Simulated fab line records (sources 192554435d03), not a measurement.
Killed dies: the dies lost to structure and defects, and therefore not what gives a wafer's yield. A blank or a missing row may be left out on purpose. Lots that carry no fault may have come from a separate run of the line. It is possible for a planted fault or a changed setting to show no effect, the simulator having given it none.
Struck lot and sound lot, side by side :: flow n5Finfet :: 16 out of 1938 route steps
Sound: the wafers L777.3, L777.5, L777.6. The struck wafers were L781.1, L781.3, L781.4. Last of all comes the cause.
Order at every step that has rows: each side's tool, ch and its chambers, its first start. Under that, the readings that differ: sound wafers :: struck wafers :: difference of the means :: sigmas: that difference in standard deviations of wafers without a fault.
alike: a reading whose means differ by less than 2 such deviations, as well as words and numbers matching on both sides. not compared: withheld readings; readings where some wafer has no value; bounds like >300 that might hide an equal value; numbers whose values overlap and for which the record gives no deviation.
Wherever a step has rows on one side only, a row that says differs or no value, or a row with sigmas, the two part there. When numbers do not overlap yet have no deviation, they are printed without sigmas and do not part them. A reading missing from all wafers of one side parts the sides only when that side holds two or more wafers.

first, 10 steps without rows for these wafers: N5_BEOL_M1_DESCUM_33 (chemistry O2, time 7 s); N5_BEOL_M1_ETCH_77 (etches underlayer in N2/H2, target depth 6.5 nm, time 5.2 s); N5_BEOL_M1_ETCH_69 (etches SiARC in CF4, target depth 15.6 nm, time 26 s); N5_BEOL_M1_ALD_98 (deposits SiO2, target thk 2.5 nm, pulse time 1 s, co reactant pulse time 1 s); N5_BEOL_M1_ETCHBACK_99 (etches SiO2 in CHF3, target depth 5 nm, time 10.4 s); N5_BEOL_M1_ETCH_70 (etches SOC in N2/H2, target depth 80 nm, overetch 16 nm, time 120 s); N5_BEOL_M1_STRIP_71 (strips in N2/H2); N5_BEOL_M1_STRIP_78 (strips in N2/H2); N5_BEOL_M1_VIA_ETCH_34 (etches the open film in C4F6/O2, target depth 67.8 nm, time 64.4 s); N5_BEOL_M1_STRIP_83 (strips in C4F6/O2).
N5_BEOL_M1_STRIP_36: strips in N2/H2.
  sound on rieDiel-05 ch 2,3, day 6 17:44; struck on rieDiel-05 ch 1,2,3, day 7 16:30
  no value came back on the struck wafers for any of 7 readings (biasPowerW (W), chamberPressureMTorr (mTorr) and others); on the sound wafers biasPowerW (W) reads 6.975 6.969 6.997
reading: model.SOC_of_BEOL_M1_COAT_67.thkNm (nm)
sound: 0 0 0
struck: 52.4 52.6 51.8
difference: +52.3
sigmas: 

reading: model.SiO2_of_BEOL_M1_ALD_98.thkNm (nm)
sound: 0 0 0
struck: 2.6 2.4 2.6
difference: +2.5
sigmas: 
  not compared: rfHoursCounterH
then, 1 step without rows for these wafers: N5_BEOL_M1_TRENCH_ETCH_37 (etches SiOC in C4F6/O2, target depth 55.207 nm, time 29 s).
N5_BEOL_M1_ETCH_41: etches SiCN in CH3F/O2, target depth 31.9 nm, time 57.8 s.
  sound on rieDiel-05 ch 2,3; struck on rieDiel-05 ch 1,2,3, day 7 16:34
reading: model.SOC_of_BEOL_M1_COAT_67.thkNm (nm)
sound: 0 0 0
struck: 34.8 34.2 33
difference: +34.0
sigmas: 
  alike: O2_flow_sccm, drypumpMotorCurrentA, oesProductAu, rfVppV, showerheadPlenumPTorr, throttleValvePct
  not compared: rfHoursCounterH
then, 1 step without rows for these wafers: N5_BEOL_M1_STRIP_97 (strips in N2/H2, time 10 s).
N5_BEOL_M4_RC_MEAS_101:
  the record has rows for the sound wafers here (prober-02 ch 0, day 8 18:21) and none for the struck ones
-- the record jumps here: 6 days lie between the struck wafers' starts before and after (it left off in module BEOL_M4 and takes up again in module PASSIVATION, whose first step shown is number 1936 of the route) --
N5_PASSIVATION_PROBE_49:
  struck on prober-01, day 13 18:43; sound on prober-02, day 13 04:45
reading: defectLimitedYield (%)
sound: 87.6 90.6 90.0
struck: 0 0 0
difference: -89
sigmas: -60

reading: killed_at_M0_to_M3
sound: 53 44 59
struck: 1078 1123 1072
difference: +1039
sigmas: +94

reading: killedDies
sound: 146 111 118
struck: 1180 1180 1180
difference: +1055
sigmas: +59

reading: killedOnRim
sound: 19 21 16
struck: 152 152 152
difference: +133
sigmas: +28

reading: sort_bin_5_function (%)
sound: 7.7 5.2 5.6
struck: 94.6 95.9 95.1
difference: +89.0
sigmas: +91

reading: sortNPass
sound: 1034 1069 1062
struck: 0 0 0
difference: -1055
sigmas: -59

reading: sortYieldPct (%)
sound: 87.6 90.6 90.0
struck: 0 0 0
difference: -89
sigmas: -60
  alike: killed_at_M4_up, killedAtContacts, killedAtFrontEnd, killedAtOther, killedOpen, killedShort, sort_bin_6_memory

WHERE THEY PART
Earliest at N5_BEOL_M1_STRIP_36; latest, in this record, at N5_PASSIVATION_PROBE_49.

WHY: what the simulator had put in
Step skipped in full: rieDiel-05, at N5_BEOL_M1_STRIP_36, from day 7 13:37 onward. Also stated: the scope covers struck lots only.
